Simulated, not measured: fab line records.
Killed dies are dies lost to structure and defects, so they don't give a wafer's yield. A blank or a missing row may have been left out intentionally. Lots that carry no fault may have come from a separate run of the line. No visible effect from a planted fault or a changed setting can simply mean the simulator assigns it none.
Struck lot and sound lot, side by side :: flow n5-finfet :: 37 out of 1938 route steps
Sound: the wafers L851.2, L851.3, L851.6. Wafers L842.1, L842.3, L842.5 were the ones struck. The cause is given at the end.
Each step with rows lists, per side, the tool, then ch with its chambers, then its first start. Under that, the readings that differ: sound wafers :: struck wafers :: difference of the means :: sigmas: that difference in standard deviations of wafers without a fault.
alike: words and numbers the same on both sides, and readings whose means are apart by under 2 such deviations; not compared: readings that were withheld, readings missing a value for some wafer, numbers with overlapping values and no deviation given by the record, and bounds like >300 which may hide the same value.
A row with sigmas, a row that says differs or no value, or rows on one side alone: a step with any of these is where the two part. Numbers that don't overlap but have no deviation are shown without sigmas and don't part them. A reading missing from all wafers of one side parts the sides only when that side holds two or more wafers.

first, 9 steps without rows for these wafers: N5_BEOL_M4_ANNEAL_95 (time 240 s); N5_BEOL_M4_SPUTTER_96 (material Cu, target thk 4.5 nm, time 8.29 s); N5_BEOL_M4_ECD_50 (material Cu, target thk 300 nm); N5_BEOL_M4_ANNEAL_51 (time 90 s); N5_BEOL_M4_CMP_52 (polishes, stops on SiOC, t overpolish 6.8 s, target thk 40 nm); N5_BEOL_M4_PRE_CLEAN_60 (time 15 s); N5_BEOL_M4_CO_CAP_55 (material Co, precursor CCTBA/H2, target thk 2 nm, time 102.1 s); N5_BEOL_M4_PRE_CLEAN_56 (time 15 s); N5_BEOL_M4_DEP_57 (deposits SiCN from 3MS/NH3, target thk 8 nm, time 14 s).
N5_BEOL_M4_RC_MEAS_101:
  sound on prober-02 ch 0, day 13 19:24; struck on prober-02 ch 0, day 11 22:32
  alike: DIBL_N, DIBL_P, IOFF_N, IOFF_P, ION_N, ION_P, SS_N, SS_P, VT_N, VT_P
then, 24 steps without rows for these wafers: N5_BEOL_M5_ILD_DEP_00 (deposits SiCOH lowk from DEMS/porogen, target thk 140.64 nm, time 25.9 s); N5_BEOL_M5_CURE_79 (cures SiCOH lowk, time 240 s); N5_BEOL_M5_PECVD_70 (deposits SiO2 from TEOS/O2, target thk 16 nm, time 18 s); N5_BEOL_M5_HM_DEP_02 (deposits TiN, target thk 20 nm); N5_BEOL_M5_COAT_59 (time 60 s, resist thk 60 nm); N5_BEOL_M5_COAT_60 (time 60 s, resist thk 12 nm); N5_BEOL_M5_COAT_71 (time 60 s, resist thk 5 nm); N5_BEOL_M5_COAT_05 (resist thk 30 nm); N5_BEOL_M5_EBR_07; N5_BEOL_M5_SOFTBAKE_06 (time 60 s); N5_BEOL_M5_EXPOSE_08 (exposes mask M5, target cd 28 nm); N5_BEOL_M5_PEB_09 (peb time 60 s); N5_BEOL_M5_DEVELOP_10 (develop time 30 s); N5_BEOL_M5_DESCUM_16 (chemistry O2, time 7 s); N5_BEOL_M5_ETCH_72 (etches underlayer in N2/H2, target depth 6.5 nm, time 5.2 s); N5_BEOL_M5_ETCH_61 (etches SiARC in CF4, target depth 15.6 nm, time 26 s); N5_BEOL_M5_ETCH_62 (etches SOC in N2/H2, target depth 75 nm, overetch 15 nm, time 112.5 s); N5_BEOL_M5_STRIP_63 (strips in N2/H2); N5_BEOL_M5_STRIP_73 (strips in N2/H2); N5_BEOL_M5_STRIP_64 (strips in CF4); N5_BEOL_M5_HM_OPEN_17 (chemistry Cl2/BCl3, target TiN, target depth 20 nm, overetch 6 nm); N5_BEOL_M5_STRIP_19 (strips in O2); N5_BEOL_M5_COAT_65 (time 60 s, resist thk 60 nm); N5_BEOL_M5_COAT_66 (time 60 s, resist thk 12 nm).
-- the record jumps here: 2 days lie between the struck wafers' starts before and after (it left off in module BEOL_M5 and takes up again in module BEOL_M10, whose first step shown is number 1527 of the route) --
N5_BEOL_M10_SPUTTER_48: material Cu, target thk 12 nm, time 2 s.
  sound on pvd-sputter-01 at day 15 23:10; struck on pvd-sputter-03 at day 14 06:40
  no value came back on the struck wafers for any of 5 readings (bias-v (V), cathode-dc-power-W (W) and others); on the sound wafers bias-v (V) reads 59.5 60.0 59.7
N5_BEOL_M10_CMP_52: polishes, stops on SiCOH lowk, t overpolish 7 s, target thk 140 nm.
  sound on cmp-04 ch 0,2,3, day 15 23:46; struck on cmp-02 ch 0,1,3, day 14 07:22
reading: time-to-endpoint-s (s)
sound: 67 56 60
struck: 0 0 0
difference: -61
sigmas: -16
  alike: motor-current-A
N5_PASSIVATION_PROBE_49:
  rows exist in the record for the struck wafers here (prober-02, day 16 01:28), but not for the sound ones

== WHERE THEY PART ==
At N5_BEOL_M10_SPUTTER_48 first; at N5_PASSIVATION_PROBE_49 last (within this record only).

WHY: whatever the simulator had introduced
Entire step skipped (pvd-sputter-03, N5_BEOL_M10_SPUTTER_48), from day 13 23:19 onward. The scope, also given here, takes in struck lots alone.
